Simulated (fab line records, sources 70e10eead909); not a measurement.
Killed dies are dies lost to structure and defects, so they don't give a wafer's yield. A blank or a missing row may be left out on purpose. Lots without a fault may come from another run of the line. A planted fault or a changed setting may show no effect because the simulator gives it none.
fab line records | flow nand_harc | part 1 of 2: steps 1 to 4 of 6
record lots=21 wafers=63 last_day=24
route steps=1159 shown A_STAIRCASE@689 A_SGD_CUT@764 A_WL_FILL@824 A_CONTACT@857
lots that met no fault: from a run of the same line without faults
start_h: hours from the record's first day to the start of the lot's first wafer shown | wait_h: hours since the lot's step before | " the same as in the row above | L1.1+2: a row that stands for several wafers | - no value, or no start given | * or withheld: withheld | < > ~ a bound
route shown NAME@n: a module of which the file shows steps, and the number in the route of the first | usual: mean/standard deviation of fault-free wafers | same: alike in all rows | chamber/n: place in a boat | sites: the reading at each site | _std_site: their standard deviation | _edge_site: outer sites' mean less inner sites' | radius_mm: how far each site lies from the wafer's centre | mask NAME#n: copy n | behind: the tool/chamber that last shaped the wafer | hold: why the lot was held/for how many hours/how that ended | device: the transistor (n, p or np) that didn't switch | end of line: the same wafers' tests at the end of the route | a step without rows: its recipe alone | killed: dies lost to structure and defects at the first sort, not the wafer's yield | map: a wafer's dies, x killed, . not, _ none there
set.NAME: the setting as run; set.NAME@STEP: as run at that earlier step | model.NAME: the simulator's own value behind a step, which no gauge read
steps of the route over a sample of lots; a table a step, a row a wafer
services: from which hour (start_h, from the record's first day; less than 0 if before it) a tool's chamber was out of use, for how many hours, and why
## steps
# step NHARC_A_STAIRCASE_HM_OPEN_463
# recipe o2_flow_sccm=400 cos_flow_sccm=20 ar_flow_sccm=0 rf_w=500 bias_w=300 chemistry=O2/COS
# usual drypump_motor_current_A=5.9/0.59 oes_product_au=1.003/0.013 rf_vpp_V=467.0/1.8 showerhead_plenum_p_Torr=3.11/0.081 throttle_valve_pct=28.330/0.0086
# columns lot.wafer tool chamber start_h wait_h drypump_motor_current_A oes_product_au rf_hours_counter_h rf_vpp_V showerhead_plenum_p_Torr throttle_valve_pct
L074.3 rie_diel-07 1 - - 6.7 1.018 9 467.0 3.11 28.324
L074.1 " 3 " " 5.1 0.981 9 467.9 3.14 28.332
L074.2 " 0 " " 5.4 1.009 9 469.4 3.20 28.338
L075.2 rie_diel-11 0 - - 6.1 0.987 25 465.0 3.07 28.328
L075.3 " 2 " " 5.6 1.005 25 464.2 2.95 28.335
L075.5 " 1 " " 6.4 0.993 - 468.7 3.21 28.330
L077.3 rie_diel-07 0 - - 5.3 1.013 13 468.1 3.20 28.349
L077.2 " 2 " " 6.1 1.002 13 464.9 3.06 28.323
L077.5 " 0 " " 5.3 1.015 - 469.5 3.20 28.328
L079.2 rie_diel-03 0 - - 5.6 1.009 21 470.2 3.25 28.333
L079.6 " 2 " " 5.6 0.991 - 471.5 3.28 28.336
L079.5 " 3 " " 6.8 1.007 - 465.3 3.09 28.314
L080.4 rie_diel-11 2 - - 5.6 1.017 33 463.1 2.95 28.322
L080.2 " 3 " " 5.4 0.997 34 466.0 3.01 28.333
L080.1 " 1 " " 6.4 1.000 33 469.1 3.20 28.342
L078.4 rie_diel-07 1 - - 6.6 1.029 22 466.8 3.10 28.343
L078.2 " 3 " " 5.1 0.989 19 467.3 3.14 28.333
L078.5 " 1 " " 6.6 1.013 - 467.3 3.10 28.337
L081.3 rie_diel-11 1 - - 6.4 1.005 34 469.1 3.20 28.326
L081.6 " 1 " " 6.4 1.001 - 469.8 3.20 28.310
L081.5 " 2 " " 5.6 1.014 - 464.1 2.95 28.324
L082.4 rie_diel-07 3 - - 5.1 0.982 25 468.4 3.13 28.340
L082.1 " 2 " " 6.2 0.993 26 465.9 3.05 28.328
L082.5 " 3 " " 5.1 0.992 - 467.8 3.13 28.332
L083.1 rie_diel-11 1 - - 6.4 0.992 40 468.2 3.20 28.318
L083.6 " 3 " " 5.4 0.984 - 464.8 3.01 28.333
L083.5 " 0 " " 6.1 0.969 - 467.0 3.06 28.334
L085.3 rie_diel-07 3 - - 5.1 0.992 34 467.0 3.13 28.321
L085.2 " 2 " " 6.2 1.002 35 465.1 3.05 28.331
L085.5 " 3 " " 5.1 0.987 - 467.6 3.13 28.335
L087.3 rie_diel-07 3 - - 5.1 0.994 35 466.3 3.13 28.322
L087.5 " 0 " " 5.3 1.024 - 467.8 3.19 28.307
L087.6 " 1 " " 6.7 1.027 - 466.7 3.09 28.328
L086.3 rie_diel-07 2 - - 6.2 1.012 36 466.4 3.05 28.320
L086.1 " 3 " " 5.1 0.983 35 467.0 3.13 28.341
L086.2 " 0 " " 5.3 1.007 37 467.8 3.19 28.347
L089.2 rie_diel-07 2 - - 6.1 0.997 44 466.6 3.04 28.313
L089.3 " 3 " " 5.1 0.991 43 466.2 3.13 28.327
L089.5 " 1 " " 6.7 1.006 - 466.3 3.09 28.320
L088.3 rie_diel-03 1 - - 4.9 0.997 47 468.2 3.20 28.322
L088.6 " 1 " " 4.9 0.997 - 470.3 3.20 28.337
L088.5 " 2 " " 5.6 1.006 - 470.5 3.27 28.331
L091.3 rie_diel-03 0 - - 5.6 1.006 49 470.1 3.24 28.335
L091.1 " 1 " " 4.9 0.982 48 467.9 3.20 28.346
L091.4 " 2 " " 5.6 0.990 40 470.0 3.27 28.342
L092.1 rie_diel-07 2 - - 6.1 1.011 46 465.4 3.04 28.328
L092.4 " 0 " " 5.4 1.015 47 469.4 3.18 28.343
L092.2 " 1 " " 6.6 1.018 48 465.8 3.09 28.322
L090.4 rie_diel-07 2 - - 6.2 1.004 46 466.0 3.04 28.337
L090.1 " 3 " " 5.1 0.983 45 467.3 3.12 28.332
L090.5 " 1 " " 6.7 1.014 - 466.0 3.09 28.325
L094.3 rie_diel-07 1 - - 6.7 1.031 52 466.3 3.09 28.336
L094.2 " 2 " " 6.2 1.018 51 463.6 3.04 28.323
L094.4 " 3 " " 5.1 1.000 50 467.7 3.12 28.330
L096.1 rie_diel-07 1 - - 6.7 1.014 59 466.5 3.08 28.315
L096.5 " 1 " " 6.7 1.020 - 466.8 3.08 28.339
L096.6 " 2 " " 6.2 1.008 - 464.6 3.03 28.325
L095.3 rie_diel-11 0 - - 6.1 0.988 8 465.8 3.05 28.334
L095.5 " 1 " " 6.4 1.003 - 468.3 3.19 28.329
L095.6 " 2 " " 5.6 1.011 - 462.5 2.93 28.333
L097.2 rie_diel-03 3 - - 6.8 1.016 0 466.3 3.07 28.322
L097.1 " 1 " " 4.9 1.012 0 470.2 3.19 28.331
L097.3 " 2 " " 5.6 1.011 0 470.0 3.27 28.343
# step NHARC_A_STAIRCASE_ETCHBACK_422
# recipe target_depth_a=400 over_etch_frac=0.3 time_s=74.286 ion_energy_ev=120 ch3f_flow_sccm=50 o2_flow_sccm=30 ar_flow_sccm=200 rf_w=500 bias_w=100 chemistry=CH3F/O2
# usual drypump_motor_current_A=5.8/0.56 oes_product_au=0.97/0.037 rf_vpp_V=244.2/1.4 showerhead_plenum_p_Torr=2.44/0.075 throttle_valve_pct=20.662/0.0088
# columns lot.wafer tool chamber start_h wait_h drypump_motor_current_A oes_product_au rf_hours_counter_h rf_vpp_V showerhead_plenum_p_Torr throttle_valve_pct
L075.3 rie_diel-07 1 309.78 0.1 6.7 1.00 29 245.5 2.44 20.666
L075.2 " 0 " " 5.3 1.01 29 245.6 2.51 20.664
L075.5 " 2 " " 6.2 1.00 - 243.3 2.40 20.647
L074.3 rie_diel-07 2 309.94 0.1 6.2 0.93 27 243.1 2.40 20.657
L074.2 " 3 " " 5.1 0.91 27 244.4 2.47 20.638
L074.1 " 0 " " 5.3 0.94 29 244.2 2.52 20.669
L077.2 rie_diel-11 2 313.91 0.2 5.6 0.94 40 241.4 2.32 20.659
L077.3 " 3 " " 5.4 0.92 43 242.8 2.36 20.668
L077.5 " 1 " " 6.4 0.92 - 246.8 2.52 20.653
L079.2 rie_diel-07 3 331.15 0.2 5.1 0.92 34 244.5 2.47 20.678
L079.5 " 2 " " 6.1 0.92 - 241.6 2.40 20.659
L079.6 " 3 " " 5.1 0.91 - 244.2 2.46 20.672
L078.4 rie_diel-11 0 331.40 0.1 6.1 0.99 50 244.0 2.41 20.649
L078.2 " 1 " " 6.4 1.00 46 243.5 2.52 20.662
L078.5 " 1 " " 6.4 0.99 - 246.1 2.52 20.677
L080.4 rie_diel-07 0 332.48 0.1 5.3 0.94 37 244.5 2.51 20.664
L080.1 " 1 " " 6.7 0.94 37 245.3 2.44 20.660
L080.2 " 3 " " 5.1 0.91 35 242.3 2.47 20.667
L081.3 rie_diel-07 1 337.47 0.1 6.6 0.93 38 246.4 2.44 20.656
L081.5 " 0 " " 5.3 0.93 - 243.4 2.51 20.672
L081.6 " 1 " " 6.6 0.94 - 244.6 2.44 20.646
L082.1 rie_diel-03 2 355.01 0.2 5.6 0.93 38 246.8 2.58 20.669
L082.4 " 3 " " 6.7 0.94 53 244.3 2.42 20.653
L082.5 " 1 " " 4.9 0.91 - 244.4 2.52 20.678
L083.1 rie_diel-07 2 356.34 0.2 6.2 0.92 44 242.9 2.39 20.652
L083.5 " 3 " " 5.1 0.92 - 244.9 2.46 20.671
L083.6 " 0 " " 5.3 0.94 - 244.7 2.51 20.656
L086.3 rie_diel-11 0 377.08 0.1 6.1 1.00 0 242.5 2.40 20.666
L086.2 " 1 " " 6.4 1.01 0 244.1 2.51 20.683
L086.1 " 2 " " 5.6 1.01 0 242.6 2.31 20.669
L087.3 rie_diel-11 1 377.33 0.1 6.4 1.01 0 246.3 2.51 20.655
L087.6 " 0 " " 6.1 1.00 - 244.8 2.40 20.669
L087.5 " 1 " " 6.4 0.99 - 245.9 2.51 20.664
L085.3 rie_diel-03 0 380.33 0.1 5.6 1.01 56 246.2 2.55 20.653
L085.2 " 2 " " 5.6 1.00 49 246.6 2.58 20.664
L085.5 " 1 " " 4.9 1.00 - 245.1 2.52 20.678
L089.3 rie_diel-07 0 403.76 0.1 5.3 1.03 64 244.0 2.50 20.647
L089.2 " 2 " " 6.2 1.01 62 243.2 2.39 20.654
L089.5 " 1 " " 6.6 1.02 - 244.0 2.43 20.667
L088.3 rie_diel-07 3 403.88 0.2 5.1 0.91 62 244.4 2.45 20.670
L088.6 " 2 " " 6.2 0.93 - 241.9 2.39 20.662
L088.5 " 3 " " 5.1 0.92 - 244.4 2.45 20.662
L092.1 rie_diel-11 2 410.70 0.4 5.6 1.00 15 242.0 2.30 20.668
L092.4 " 0 " " 6.1 0.99 15 243.6 2.40 20.653
L092.2 " 1 " " 6.4 1.00 14 246.1 2.51 20.658
L090.1 rie_diel-03 0 412.50 0.2 5.6 0.99 8 245.3 2.54 20.655
L090.5 " 3 " " 6.8 0.99 - 242.9 2.41 20.662
L090.4 " 2 " " 5.6 1.00 - 247.2 2.57 20.660
L091.3 rie_diel-07 2 414.37 0.1 6.1 0.99 0 243.5 2.39 20.654
L091.1 " 3 " " 5.1 1.00 0 244.5 2.45 20.669
L091.4 " 0 " " 5.3 1.01 0 244.1 2.50 20.654
L094.4 rie_diel-07 3 429.76 0.1 5.1 0.98 5 242.8 2.45 20.683
L094.2 " 1 " " 6.7 1.00 3 243.5 2.42 20.673
L094.3 " 2 " " 6.2 0.99 5 243.1 2.39 20.665
L096.1 rie_diel-03 0 442.77 0.1 5.6 1.00 18 245.2 2.54 20.665
L096.5 " 3 " " 6.8 1.00 - 242.9 2.41 20.668
L096.6 " 0 " " 5.6 1.00 - 244.3 2.54 20.658
L095.3 rie_diel-11 1 443.09 0.2 6.4 0.92 27 245.6 2.50 20.656
L095.5 " 2 " " 5.6 0.93 - 242.6 2.30 20.653
L095.6 " 3 " " 5.4 0.93 - 242.1 2.35 20.669
L097.2 rie_diel-11 2 449.64 0.1 5.6 0.92 31 241.1 2.30 20.661
L097.3 " 3 " " 5.4 0.93 32 243.4 2.35 20.664
L097.1 " 0 " " 6.1 0.92 30 244.3 2.39 20.654
# step NHARC_A_SGD_CUT_ETCH_15
# recipe target_depth_a=750 time_s=64.3 ch3f_flow_sccm=50 o2_flow_sccm=30 ar_flow_sccm=200 rf_w=500 bias_w=100 chemistry=CH3F/O2
# usual drypump_motor_current_A=5.8/0.53 oes_product_au=0.967/0.017 rf_vpp_V=264.3/1.6 showerhead_plenum_p_Torr=2.49/0.092 throttle_valve_pct=20.663/0.0084
# columns lot.wafer tool chamber start_h wait_h drypump_motor_current_A oes_product_au rf_hours_counter_h rf_vpp_V showerhead_plenum_p_Torr throttle_valve_pct
L074.3 rie_diel-04 2 - - 5.7 0.997 2 267.0 2.61 20.663
L074.2 " 3 " " 6.2 0.983 2 266.2 2.56 20.671
L074.1 " 0 " " 4.8 0.967 2 264.5 2.51 20.655
L075.3 rie_diel-01 3 - - 6.4 0.922 11 261.6 2.35 20.649
L075.2 " 0 " " 6.3 0.927 10 265.7 2.57 20.663
L075.5 " 2 " " 4.8 0.905 - 263.3 2.42 20.672
L077.3 rie_diel-04 3 - - 6.2 0.968 2 264.0 2.56 20.667
L077.2 " 2 " " 5.6 0.972 3 266.8 2.61 20.671
L077.5 " 0 " " 4.9 0.983 - 263.6 2.51 20.660
L079.2 rie_diel-01 1 - - 6.3 0.968 0 265.9 2.57 20.678
L079.5 " 3 " " 6.4 0.977 - 261.6 2.35 20.663
L079.6 " 0 " " 6.4 0.963 - 265.5 2.57 20.660
L078.2 rie_diel-04 2 - - 5.6 0.982 4 266.2 2.61 20.656
L078.4 " 3 " " 6.2 0.982 4 266.3 2.56 20.670
L078.5 " 3 " " 6.2 0.981 - 265.6 2.56 20.658
L080.4 rie_diel-01 0 - - 6.4 0.984 1 264.9 2.57 20.670
L080.1 " 1 " " 6.3 0.970 1 265.9 2.57 20.664
L080.2 " 2 " " 4.8 0.958 1 263.2 2.42 20.669
L081.3 rie_diel-10 0 - - 5.8 0.984 18 262.2 2.38 20.658
L081.6 " 2 " " 5.5 0.944 - 264.8 2.47 20.672
L081.5 " 3 " " 6.0 0.960 - 263.2 2.36 20.671
L082.4 rie_diel-04 0 - - 4.9 0.967 6 264.7 2.50 20.640
L082.1 " 2 " " 5.6 0.978 6 265.6 2.61 20.660
L082.5 " 3 " " 6.2 0.986 - 266.3 2.56 20.657
L083.1 rie_diel-01 1 - - 6.3 0.955 2 266.9 2.57 20.659
L083.5 " 1 " " 6.3 0.952 - 264.4 2.57 20.651
L083.6 " 2 " " 4.9 0.954 - 263.5 2.41 20.677
L086.1 rie_diel-01 3 - - 6.5 0.999 3 261.3 2.34 20.677
L086.2 " 1 " " 6.3 0.948 4 266.9 2.57 20.648
L086.3 " 2 " " 4.9 0.959 4 262.9 2.41 20.665
L087.3 rie_diel-10 2 - - 5.5 0.962 3 263.0 2.46 20.669
L087.5 " 0 " " 5.8 0.956 - 262.3 2.38 20.666
L087.6 " 1 " " 6.1 0.968 - 263.9 2.44 20.662
L085.2 rie_diel-10 2 - - 5.5 0.954 3 263.7 2.46 20.672
L085.3 " 3 " " 6.0 0.954 3 262.3 2.35 20.654
L085.5 " 3 " " 6.0 0.955 - 262.1 2.35 20.673
L089.2 rie_diel-04 0 - - 4.9 0.981 10 264.9 2.50 20.659
L089.3 " 2 " " 5.6 0.975 11 264.9 2.60 20.661
L089.5 " 0 " " 4.8 0.982 - 265.8 2.50 20.675
L088.3 rie_diel-10 3 - - 6.0 0.950 6 263.8 2.35 20.663
L088.5 " 2 " " 5.5 0.964 - 263.5 2.46 20.664
L088.6 " 3 " " 5.9 0.962 - 263.6 2.35 20.656
L092.1 rie_diel-01 2 - - 4.9 0.973 6 263.3 2.41 20.647
L092.2 " 3 " " 6.5 0.982 6 262.3 2.34 20.664
L092.4 " 1 " " 6.3 0.957 7 263.5 2.57 20.672
L090.4 rie_diel-10 3 - - 5.9 0.947 7 262.6 2.35 20.663
L090.1 " 2 " " 5.5 0.941 6 263.0 2.46 20.656
L090.5 " 0 " " 5.8 0.957 - 262.8 2.38 20.661
L091.4 rie_diel-01 0 - - 6.3 0.962 6 266.9 2.57 20.659
L091.1 " 2 " " 4.8 0.983 7 263.3 2.41 20.664
L091.3 " 3 " " 6.5 0.994 6 263.2 2.34 20.674
L094.2 rie_diel-04 1 - - 5.9 0.979 12 264.8 2.58 20.668
L094.3 " 2 " " 5.6 0.973 13 265.6 2.60 20.665
L094.4 " 0 " " 4.8 0.981 12 263.7 2.50 20.666
L095.3 rie_diel-01 0 - - 6.3 0.972 9 265.4 2.57 20.665
L095.5 " 3 " " 6.4 0.984 - 263.3 2.34 20.673
L095.6 " 0 " " 6.3 0.965 - 264.6 2.57 20.674
L096.1 rie_diel-10 2 - - 5.5 0.960 11 263.1 2.46 20.681
L096.5 " 3 " " 6.0 0.944 - 264.2 2.35 20.657
L096.6 " 0 " " 5.8 0.952 - 262.4 2.38 20.650
L097.2 rie_diel-01 1 - - 6.3 0.945 9 265.4 2.57 20.664
L097.1 " 2 " " 4.8 0.967 9 262.7 2.41 20.665
L097.3 " 3 " " 6.5 0.981 9 262.0 2.34 20.654
# step NHARC_A_WL_FILL_STRIP_29
# recipe time_s=20 o2_flow_sccm=500 ar_flow_sccm=0 bias_w=0 chemistry=O2
# usual drypump_motor_current_A=5.8/0.42 oes_product_au=1.001/0.011 rf_vpp_V=57.7/0.91 showerhead_plenum_p_Torr=3.51/0.15 throttle_valve_pct=17.037/0.0089
# columns lot.wafer tool chamber start_h wait_h drypump_motor_current_A oes_product_au rf_hours_counter_h rf_vpp_V showerhead_plenum_p_Torr throttle_valve_pct
L074.2 rie_diel-09 3 351.45 0.1 5.5 0.991 7 56.4 3.69 17.035
L074.3 " 0 " " 5.7 0.980 2 57.8 3.38 17.045
L074.1 " 1 " " 5.2 0.988 8 57.6 3.77 17.041
L077.2 rie_diel-13 3 351.55 0.1 6.7 0.993 2 57.7 3.59 17.044
L077.3 " 1 " " 6.0 0.987 2 57.9 3.57 17.041
L077.5 " 3 " " 6.7 0.992 - 58.3 3.59 17.042
L075.2 rie_diel-09 2 357.97 0.1 5.7 1.026 8 59.1 3.44 17.029
L075.3 " 0 " " 5.7 0.996 3 57.3 3.38 17.040
L075.5 " 3 " " 5.5 1.001 - 56.2 3.69 17.043
L080.4 rie_diel-13 3 377.29 0.1 6.6 0.991 2 58.9 3.59 17.056
L080.2 " 0 " " 6.1 0.995 2 57.9 3.40 17.041
L080.1 " 1 " " 6.0 1.003 2 57.7 3.57 17.039
L078.4 rie_diel-09 1 377.36 0.1 5.2 0.988 10 58.9 3.77 17.041
L078.2 " 3 " " 5.5 0.978 9 57.5 3.69 17.047
L078.5 " 1 " " 5.2 0.992 - 58.1 3.77 17.045
L079.2 rie_diel-13 1 380.37 0.1 6.0 1.004 2 56.7 3.57 17.055
L079.5 " 3 " " 6.6 0.988 - 57.7 3.59 17.040
L079.6 " 0 " " 6.1 1.002 - 57.1 3.40 17.041
L081.3 rie_diel-06 3 383.89 0.1 6.6 0.990 5 57.8 3.51 17.028
L081.6 " 2 " " 5.7 1.005 - 57.3 3.30 17.031
L081.5 " 3 " " 6.6 0.997 - 58.5 3.51 17.030
L083.1 rie_diel-06 2 406.91 0.1 5.7 0.992 6 57.6 3.30 17.047
L083.6 " 2 " " 5.7 1.002 - 56.8 3.30 17.036
L083.5 " 3 " " 6.6 0.993 - 57.1 3.51 17.026
L082.4 rie_diel-09 2 406.96 0.1 5.7 1.020 11 57.7 3.44 17.034
L082.1 " 1 " " 5.2 1.002 11 56.9 3.77 17.032
L082.5 " 2 " " 5.8 1.014 - 57.8 3.44 17.032
L087.3 rie_diel-13 2 415.29 0.1 6.0 1.006 3 57.1 3.35 17.041
L087.5 " 1 " " 5.9 0.995 - 56.9 3.57 17.033
L087.6 " 2 " " 6.0 0.991 - 57.8 3.35 17.039
L086.2 rie_diel-09 3 423.39 0.1 5.5 0.994 11 59.0 3.69 17.033
L086.3 " 0 " " 5.7 1.005 5 56.4 3.37 17.041
L086.1 " 1 " " 5.2 1.002 11 58.1 3.77 17.049
L085.2 rie_diel-09 2 424.32 0.1 5.7 1.025 12 57.1 3.44 17.034
L085.3 " 3 " " 5.5 0.989 11 57.5 3.69 17.036
L085.5 " 3 " " 5.5 0.985 - 59.7 3.69 17.034
L088.3 rie_diel-09 3 446.93 0.1 5.5 0.993 0 60.3 3.69 17.030
L088.6 " 1 " " 5.2 1.015 - 59.0 3.77 17.035
L088.5 " 2 " " 5.8 1.004 - 56.5 3.44 17.047
L089.2 rie_diel-13 1 447.03 0.1 6.0 0.992 4 57.3 3.57 17.038
L089.3 " 2 " " 6.0 1.008 4 57.0 3.35 17.029
L089.5 " 2 " " 5.9 1.001 - 58.2 3.35 17.047
L092.2 rie_diel-13 0 450.52 0.1 6.1 0.977 4 57.9 3.40 17.030
L092.1 " 1 " " 6.0 0.999 4 57.5 3.57 17.048
L092.4 " 2 " " 6.0 0.998 4 57.4 3.35 17.030
L090.4 rie_diel-09 3 453.62 0.1 5.4 0.991 1 58.1 3.69 17.035
L090.1 " 1 " " 5.2 1.005 0 57.3 3.77 17.040
L090.5 " 3 " " 5.5 0.993 - 57.9 3.69 17.042
L091.3 rie_diel-09 0 456.70 0.1 5.7 1.000 1 58.6 3.37 17.021
L091.1 " 1 " " 5.2 1.003 0 57.3 3.77 17.049
L091.4 " 2 " " 5.7 1.003 1 58.8 3.44 17.023
L094.4 rie_diel-06 0 472.00 0.1 5.6 1.010 1 59.1 3.78 17.021
L094.2 " 2 " " 5.8 1.012 1 57.7 3.30 17.059
L094.3 " 3 " " 6.6 1.015 1 57.4 3.51 17.057
L096.1 rie_diel-06 2 483.26 0.1 5.7 1.012 1 58.8 3.30 17.044
L096.5 " 1 " " 5.3 1.013 - 58.1 3.39 17.039
L096.6 " 2 " " 5.7 1.007 - 57.9 3.30 17.045
L095.3 rie_diel-13 1 483.29 0.1 5.9 1.008 1 59.2 3.57 17.031
L095.6 " 1 " " 5.9 0.996 - 57.9 3.57 17.030
L095.5 " 2 " " 6.0 1.009 - 60.2 3.35 17.044
L097.1 rie_diel-06 2 490.06 0.1 5.7 1.009 2 57.9 3.30 17.050
L097.2 " 3 " " 6.6 1.013 2 58.4 3.51 17.033
L097.3 " 1 " " 5.4 1.017 2 56.0 3.39 17.033
